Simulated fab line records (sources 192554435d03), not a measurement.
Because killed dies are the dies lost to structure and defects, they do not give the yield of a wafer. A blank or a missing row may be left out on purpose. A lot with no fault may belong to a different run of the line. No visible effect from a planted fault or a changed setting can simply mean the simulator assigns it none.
Which of the tools did it? | flow n5Finfet | 9 lots with 24 wafers sampled at 5 steps, on a route of 1938 steps

## WHAT THE GAUGES READ, wafer by wafer
N5_HKMG_FIN_INSPECT_14: inspects for defects (macro). Usual: rawDefectCount reads 2.0 (standard deviation 1.5).
lot  | measured    | on               | rawDefectCount | flag
L199 | day 4 17:52 | defectInspect-01 | 1 2 3          | 
L202 | day 5 10:33 | defectInspect-01 | 1 1 3          | 
L209 | day 7 02:35 | defectInspect-01 | 4 1 2          | 
L213 | day 8 02:15 | defectInspect-02 | 1 1            | 
L214 | day 8 12:06 | defectInspect-02 | 2 1            | 
L215 | day 8 14:02 | defectInspect-02 | 1 2 1          | 
L217 | day 9 07:35 | defectInspect-02 | 3 1            | 
L219 | day 9 14:43 | defectInspect-01 | 1 1 2          | 
L220 | day 9 20:01 | defectInspect-02 | 3 1 0          | 

N5_BEOL_M4_RC_MEAS_101. Usual: DIBL_N 36.8 mV/V, standard deviation 1.5; DIBL_P 37.1 mV/V, standard deviation 2.1; IOFF_N 0.168 nA/um, standard deviation 0.03; IOFF_N_85C 3.2 nA/um, standard deviation 0.47; IOFF_N_LIN 0.077 nA/um, standard deviation 0.011; IOFF_N_LONG 5.56e-05 nA/um, standard deviation 2.4e-06; IOFF_P 0.22 nA/um, standard deviation 0.034; ION_N 679 uA/um, standard deviation 12; ION_P 466 uA/um, standard deviation 8; SS_N 71.7 mV/dec, standard deviation 0.58; SS_P 73.5 mV/dec, standard deviation 0.67; VT_N 248.8 mV, standard deviation 2.7; VT_N_LONG 274.7 mV, standard deviation 2; VT_N_LVT 98 mV, standard deviation 3.1; VT_P -250 mV, standard deviation 3.3; VT_P_LONG -276 mV, standard deviation 3.3; VT_P_LVT -98.6 mV, standard deviation 2.8.
lot  | measured     | on        | DIBL_N (mV/V)  | DIBL_P (mV/V)  | IOFF_N (nA/um)    | IOFF_N_85C (nA/um) | IOFF_N_LIN (nA/um) | IOFF_N_LONG (nA/um)        | IOFF_P (nA/um) | ION_N (uA/um) | ION_P (uA/um) | SS_N (mV/dec)  | SS_P (mV/dec)  | VT_N (mV)         | VT_N_LONG (mV)    | VT_N_LVT (mV) | VT_P (mV)      | VT_P_LONG (mV) | VT_P_LVT (mV)      | flag
L199 | day 8 13:29  | prober-01 | 37.0 36.9 37.1 | 36.1 36.0 36.1 | 0.146 0.146 0.148 | 2.9 2.9 2.9        | 0.070 0.071 0.072  | 5.74e-05 5.76e-05 5.75e-05 | 0.19 0.20 0.20 | 678 675 672   | 461 462 461   | 71.5 70.6 70.9 | 73.5 72.9 73.4 | 249.8 247.4 248.0 | 271.8 272.5 268.0 | 101 98 100    | -253 -249 -250 | -272 -273 -274 | -101.4 -99.1 -99.7 | 
L202 | day 8 17:46  | prober-01 | 37.7 39.2 34.7 | 38.3 37.7 33.1 | 0.187 0.213 0.126 | 3.6 4.0 2.6        | 0.085 0.088 0.061  | 5.29e-05 5.47e-05 5.51e-05 | 0.26 0.24 0.17 | 678 680 667   | 467 460 458   | 72.6 72.9 71.5 | 74.2 73.9 73.1 | 247.7 248.0 252.7 | 276.2 276.6 277.2 | 97 97 103     | -246 -247 -252 | -278 -276 -275 | -97.7 -98.9 -102.5 | 
L209 | day 11 00:38 | prober-02 | 37.1 36.8 37.4 | 39.3 40.2 40.5 | 0.176 0.175 0.181 | 3.4 3.3 3.4        | 0.079 0.080 0.081  | 5.33e-05 5.36e-05 5.21e-05 | 0.24 0.27 0.27 | 677 670 674   | 463 463 466   | 72.4 72.5 72.5 | 73.6 74.6 74.3 | 250.6 249.6 247.8 | 274.0 274.1 273.3 | 101 100 99    | -246 -246 -246 | -275 -276 -275 | -100.9 -98.6 -97.4 | 
L213 | day 11 22:59 | prober-01 | 37.2 38.1      | 37.4 38.0      | 0.655 0.673       | 10.5 10.7          | 0.306 0.312        | 0.0001684 0.0001673        | 0.15 0.16      | 771 770       | 449 452       | 71.8 71.6      | 72.4 73.9      | 208.5 210.5       | 240.8 237.5       | 60 60         | -261 -259      | -284 -285      | -108.6 -107.8      | OFF
L214 | day 12 05:50 | prober-01 | 33.8 37.9      | 33.9 39.5      | 0.118 0.631       | 2.4 9.9            | 0.059 0.297        | 5.47e-05 0.0001604         | 0.17 0.18      | 674 757       | 468 453       | 70.9 71.7      | 72.4 73.9      | 253.6 208.2       | 275.7 240.7       | 102 61        | -252 -258      | -272 -282      | -100.4 -106.8      | OFF
L215 | day 12 04:27 | prober-01 | 38.4 37.9 37.8 | 38.2 37.6 38.1 | 0.189 0.169 0.193 | 3.6 3.3 3.6        | 0.086 0.079 0.088  | 5.48e-05 5.27e-05 5.33e-05 | 0.24 0.24 0.25 | 696 677 708   | 480 464 484   | 72.0 71.6 72.4 | 73.4 73.5 74.2 | 246.2 245.0 243.7 | 275.5 278.0 278.0 | 99 101 97     | -250 -249 -245 | -276 -277 -274 | -100.1 -99.6 -98.9 | 
L217 | day 13 06:37 | prober-02 | 38.9 36.8      | 37.8 35.5      | 0.651 0.135       | 10.2 2.7           | 0.286 0.064        | 0.0001505 4.89e-05         | 0.13 0.17      | 757 675       | 441 459       | 72.3 70.8      | 73.9 73.3      | 210.6 254.0       | 240.5 276.3       | 63 103        | -268 -256      | -295 -284      | -116.0 -106.6      | OFF
L219 | day 13 08:35 | prober-02 | 33.4 34.7 36.5 | 33.0 34.8 36.2 | 0.126 0.147 0.164 | 2.5 2.9 3.2        | 0.062 0.071 0.077  | 6.02e-05 5.93e-05 5.87e-05 | 0.19 0.22 0.26 | 679 681 678   | 469 472 474   | 71.3 71.5 72.4 | 72.9 73.4 73.0 | 252.8 252.4 248.7 | 273.1 274.2 271.8 | 101 98 97     | -251 -247 -246 | -273 -273 -272 | -98.6 -96.2 -94.9  | 
L220 | day 14 02:40 | prober-01 | 37.7 38.0 35.4 | 38.6 37.2 34.7 | 0.167 0.171 0.135 | 3.3 3.3 2.7        | 0.078 0.078 0.064  | 5.66e-05 5.86e-05 5.79e-05 | 0.25 0.22 0.18 | 676 680 667   | 467 469 455   | 71.3 71.0 71.3 | 73.1 72.6 72.9 | 249.5 249.2 252.4 | 275.0 276.1 274.7 | 97 98 102     | -246 -248 -251 | -270 -273 -274 | -95.1 -97.7 -99.8  | 

## TOOL THAT RAN EACH LOT (tool first, then ch and the chambers of the sampled wafers, then the start)
lot  | N5_HKMG_FIN_ALD_91                | N5_HKMG_FIN_STRIP_89             | N5_HKMG_FIN_ETCHBACK_68
L199 | aldMetal-02 ch 0,1, day 4 19:31   | rieDiel-06 ch 0,1, day 4 19:55   | rieMetal-01 ch 1, day 4 21:08
L202 | aldMetal-03 ch 0,1,2, day 5 11:34 | rieDiel-06 ch 0,2,3, day 5 12:01 | rieMetal-01 ch 0,1, day 5 13:19
L209 | aldMetal-02 ch 0,2, day 7 03:40   | rieDiel-06 ch 0,1,2, day 7 04:04 | rieMetal-03 ch 0,1, day 7 05:20
L213 | aldMetal-02 ch 3, day 8 03:19     | rieDiel-01 ch 0,1, day 8 03:43   | rieMetal-02 ch 0,1, day 8 04:56
L214 | aldMetal-02 ch 1,2, day 8 13:07   | rieDiel-02 ch 2, day 8 13:32     | rieMetal-02 ch 1, day 8 14:50
L215 | aldMetal-03 ch 0,2,3, day 8 15:25 | rieDiel-06 ch 0,2, day 8 15:49   | rieMetal-03 ch 0,1, day 8 17:03
L217 | aldMetal-02 ch 0,2, day 9 08:37   | rieDiel-01 ch 0,1, day 9 09:01   | rieMetal-02 ch 1, day 9 10:19
L219 | aldMetal-01 ch 0,1,3, day 9 16:02 | rieDiel-06 ch 2,3, day 9 16:26   | rieMetal-01 ch 0,1, day 9 17:40
L220 | aldMetal-03 ch 1,2, day 9 21:16   | rieDiel-01 ch 0,1,3, day 9 21:40 | rieMetal-01 ch 0,1, day 9 23:02
- N5_HKMG_FIN_ALD_91: deposits TiN, target thk 1 nm, pulse time 1 s, purge time 3 s.
- N5_HKMG_FIN_STRIP_89: strips SOC in N2/H2, time 20 s.
- N5_HKMG_FIN_ETCHBACK_68: etches the open film in Cl2/Ar, stops on HfO2, target depth 0.5 nm.

## AS READ BY THE TOOLS THEMSELVES (means over the sampled wafers that have a number; for cases with no such wafer, the mark the record gives instead)
N5_HKMG_FIN_ALD_91. Usual: chamberPressureTorr 2.999 Torr, standard deviation 0.0065; heaterPowerW 834 W, standard deviation 68; precursorPulseHeightRel 1.002, standard deviation 0.017.
lot  | tool        | chamberPressureTorr (Torr) | heaterPowerW (W) | precursorPulseHeightRel | flag
L199 | aldMetal-02 | 2.993                      | 860              | 0.990                   | 
L202 | aldMetal-03 | 3.006                      | 885              | 1.004                   | 
L209 | aldMetal-02 | 3.003                      | 809              | 0.994                   | 
L213 | aldMetal-02 | 2.997                      | 812              | 0.998                   | 
L214 | aldMetal-02 | 3.005                      | 832              | 1.001                   | 
L215 | aldMetal-03 | 2.998                      | 897              | 0.994                   | 
L217 | aldMetal-02 | 2.999                      | 814              | 0.995                   | 
L219 | aldMetal-01 | 3.002                      | 788              | 0.993                   | 
L220 | aldMetal-03 | 3.002                      | 910              | 0.990                   | 

N5_HKMG_FIN_STRIP_89. Usual: biasPowerW 7.996 W, standard deviation 0.022; drypumpMotorCurrentA 5.7 A, standard deviation 0.5; oesProductAu 0.82 a.u., standard deviation 0.097; rfVppV 54.2 V, standard deviation 0.77; showerheadPlenumPTorr 3.37 Torr, standard deviation 0.12; throttleValvePct 19.1 %, standard deviation 0.38.
lot  | tool       | biasPowerW (W) | drypumpMotorCurrentA (A) | oesProductAu (a.u.) | rfVppV (V) | showerheadPlenumPTorr (Torr) | throttleValvePct (%) | flag
L199 | rieDiel-06 | 7.995          | 5.9                      | 0.84                | 54.3       | 3.47                         | 18.7                 | 
L202 | rieDiel-06 | 7.985          | 5.7                      | 0.83                | 54.4       | 3.44                         | 19.1                 | 
L209 | rieDiel-06 | 7.985          | 5.9                      | 0.87                | 54.1       | 3.44                         | 19.0                 | 
L213 | rieDiel-01 | 7.986          | 4.8                      | 0.72                | 54.8       | 3.29                         | 19.2                 | 
L214 | rieDiel-02 | 7.989          | 5.7                      | 0.90                | 55.0       | 3.45                         | 19.0                 | 
L215 | rieDiel-06 | 8.008          | 5.7                      | 0.82                | 54.2       | 3.52                         | 19.1                 | 
L217 | rieDiel-01 | 7.989          | 4.8                      | 0.72                | 53.9       | 3.29                         | 19.2                 | 
L219 | rieDiel-06 | 8.003          | 5.6                      | 0.78                | 53.9       | 3.33                         | 19.3                 | 
L220 | rieDiel-01 | 7.997          | 5.0                      | 0.76                | 54.5       | 3.27                         | 19.2                 | 

N5_HKMG_FIN_ETCHBACK_68. Usual: drypumpMotorCurrentA 5.5 A, standard deviation 0.44; mfcCl2Sccm 39.99 sccm, standard deviation 0.11; oesProductAu 0.76 a.u., standard deviation 0.12; throttleValvePct 20.92 %, standard deviation 0.26.
lot  | tool        | drypumpMotorCurrentA (A) | mfcCl2Sccm (sccm) | oesProductAu (a.u.) | throttleValvePct (%) | flag
L199 | rieMetal-01 | 5.1                      | 40.04             | 0.93                | 20.82                | 
L202 | rieMetal-01 | 5.6                      | 39.99             | 0.85                | 20.97                | 
L209 | rieMetal-03 | 5.3                      | 39.76             | 0.87                | 20.56                | 
L213 | rieMetal-02 | 5.4                      | 40.04             | 0.63                | 21.08                | 
L214 | rieMetal-02 | 5.6                      | 40.02             | 0.56                | 21.05                | 
L215 | rieMetal-03 | 5.3                      | 40.07             | 0.85                | 20.57                | 
L217 | rieMetal-02 | 5.6                      | 39.82             | 0.61                | 20.95                | 
L219 | rieMetal-01 | 5.6                      | 39.94             | 0.81                | 21.00                | 
L220 | rieMetal-01 | 5.4                      | 39.94             | 0.83                | 20.92                | 

## THE ANSWER, worked out from the rows above alone
Rule: a lot counts as off when the mean over its wafers that have a number is more than 3 standard deviations away from the usual mean. A lot without any number at a reading at which 4 lots or more have one is off too. All remaining lots with rows at the step are treated as sound. First the gauges in route order, then the tools' own readings, where a lot's mean is used as printed above. At the first step where some lot is off, the reading lying furthest off is the one used; lots without a number count as furthest.
Off: at N5_BEOL_M4_RC_MEAS_101 (IOFF_N_LONG), L213, L214, L217.
If a tool, at a process step before that reading, ran all the lots that are off and no sound lot after the first of them, it fits. Gauges at N5_BEOL_M4_RC_MEAS_101: tried the same way as those tools. Undecided on this evidence; 2 tools fit (aldMetal-02 at N5_HKMG_FIN_ALD_91, rieMetal-02 at N5_HKMG_FIN_ETCHBACK_68).

## WHAT THE SIMULATOR PUT IN
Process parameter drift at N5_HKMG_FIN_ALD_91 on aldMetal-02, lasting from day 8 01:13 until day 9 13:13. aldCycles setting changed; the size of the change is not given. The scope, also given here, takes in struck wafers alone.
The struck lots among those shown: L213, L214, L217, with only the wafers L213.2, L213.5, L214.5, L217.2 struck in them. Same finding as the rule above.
